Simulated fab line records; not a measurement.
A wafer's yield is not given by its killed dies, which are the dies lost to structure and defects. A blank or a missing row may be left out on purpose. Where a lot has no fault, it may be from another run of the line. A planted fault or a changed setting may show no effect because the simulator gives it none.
A single fault, viewed from 2 desks || flow n5-finfet || what lay behind the numbers comes last; until then each desk has only its own

METROLOGY DESK
Means of the sampled wafers that have a number, per lot and without regard to the tool the lot ran on: this is what the gauges read. Any lot whose mean is over 4 standard deviations away from the usual mean is out of limits and marked OUT; that distance is given in the brackets. Only the readings that lie furthest out on some lot appear, 7 of the 12 it has.
Columns: A = GATE_CUT_OVL at N5_GATE_CUT_OVL_MEAS_14, usual 0.1 nm; B = IOFF_N at N5_BEOL_M4_RC_MEAS_101, usual 0.16 nA/um; C = ION_N at N5_BEOL_M4_RC_MEAS_101, usual 672 uA/um; D = ION_P at N5_BEOL_M4_RC_MEAS_101, usual 463 uA/um; E = SS_P at N5_BEOL_M4_RC_MEAS_101, usual 73.2 mV/dec; F = VT_N at N5_BEOL_M4_RC_MEAS_101, usual 250 mV; G = VT_P at N5_BEOL_M4_RC_MEAS_101, usual -250 mV
{"lot": "L205", "first seen here": "day 4 18:41", "A": 0.1, "B": 0.14, "C": 670, "D": 470, "E": 72.9, "F": 250, "G": -248}
{"lot": "L209", "first seen here": "day 5 17:19", "A": -0.8, "B": 0.16, "C": 673, "D": 461, "E": 72.7, "F": 249, "G": -249}
{"lot": "L211", "first seen here": "day 6 08:34", "A": 0.9, "B": 0.14, "C": 659, "D": 450, "E": 72.9, "F": 254, "G": -255}
{"lot": "L214", "first seen here": "day 7 04:37", "A": -0.7, "B": 0.17, "C": 675, "D": 465, "E": 73.6, "F": 248, "G": -250}
{"lot": "L215", "first seen here": "day 7 07:08", "A": 0.3, "B": 0.16, "C": 678, "D": 473, "E": 73.3, "F": 249, "G": -245}
{"lot": "L216", "first seen here": "day 7 14:53", "A": -0.1, "B": 0.15, "C": 675, "D": 468, "E": 72.6, "F": 250, "G": -245}
{"lot": "L219", "first seen here": "day 8 08:19", "A": 1.0, "B": 0.20, "C": 683, "D": 466, "E": 74.1, "F": 245, "G": -248}
{"lot": "L220", "first seen here": "day 8 18:43", "A": 1.3, "B": 0.14, "C": 656, "D": 457, "E": 72.8, "F": 251, "G": -251}
{"lot": "L225", "first seen here": "day 9 21:10", "A": 0.0, "B": 0.15, "C": 665, "D": 458, "E": 73.1, "F": 252, "G": -249}
{"lot": "L227", "first seen here": "day 10 09:11", "A": 0.1, "B": 0.16, "C": 678, "D": 468, "E": 73.1, "F": 249, "G": -248}
Result from this desk: across the 10 lots, nothing is out of limits.

THE TOOL OWNER'S DESK: rie-metal-03
The tool's own readings at N5_GATE_CUT_CUT_ETCH_54 (etches TiN in Cl2/BCl3, target depth 96.7 nm): means of the sampled wafers that have a number, for each lot that ran on this tool. Any lot whose mean is over 4 standard deviations away from the usual mean is out of limits and marked OUT; that distance is given in the brackets.
Columns: A = drypump-motor-current-A at N5_GATE_CUT_CUT_ETCH_54, usual 5.8 A; B = etch-rf-on-time-s at N5_GATE_CUT_CUT_ETCH_54, usual 36.5 s; C = he-backside-leak-sccm at N5_GATE_CUT_CUT_ETCH_54, usual 3.37 sccm; D = oes-product-au at N5_GATE_CUT_CUT_ETCH_54, usual 0.67 a.u.; E = throttle-valve-pct at N5_GATE_CUT_CUT_ETCH_54, usual 22.23 %
{"lot": "L205", "first seen here": "day 4 19:21", "A": 5.9, "B": 36.9, "C": 3.39, "D": 0.59, "E": 22.67}
{"lot": "L214", "first seen here": "day 7 05:12", "A": 6.0, "B": 36.8, "C": 3.20, "D": 0.77, "E": 22.37}
{"lot": "L215", "first seen here": "day 7 07:59", "A": 6.0, "B": "26.5 (-19) OUT", "C": 3.19, "D": 0.94, "E": 22.16}
{"lot": "L216", "first seen here": "day 7 15:28", "A": 6.0, "B": "26.6 (-19) OUT", "C": 3.30, "D": 0.93, "E": 22.16}
{"lot": "L219", "first seen here": "day 8 08:54", "A": 5.9, "B": "26.5 (-19) OUT", "C": 3.30, "D": 0.99, "E": 22.15}
This desk's finding: out of limits on L215, L216, L219; first on L215, day 7 07:59 (etch-rf-on-time-s at N5_GATE_CUT_CUT_ETCH_54). L205, L214: within limits.

ALL TOGETHER
An alarm could have come from the tool owner's desk at day 7 07:59, on L215, L216, L219.
Metrology desk: nothing out of limits seen.
The metrology desk has L215, L216, L219 on record, within its limits.
On rie-metal-03, each named lot ran N5_GATE_CUT_CUT_ETCH_54.

WHAT THE SIMULATOR HAD INSERTED
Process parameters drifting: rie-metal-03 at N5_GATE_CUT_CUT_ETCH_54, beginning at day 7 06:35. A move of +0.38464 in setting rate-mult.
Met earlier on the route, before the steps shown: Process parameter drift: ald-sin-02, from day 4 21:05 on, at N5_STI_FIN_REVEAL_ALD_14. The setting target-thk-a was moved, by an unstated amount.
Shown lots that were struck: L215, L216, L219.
How many hours passed from the start of the fault until each desk's first out-of-limits reading: the tool owner's desk, 1.
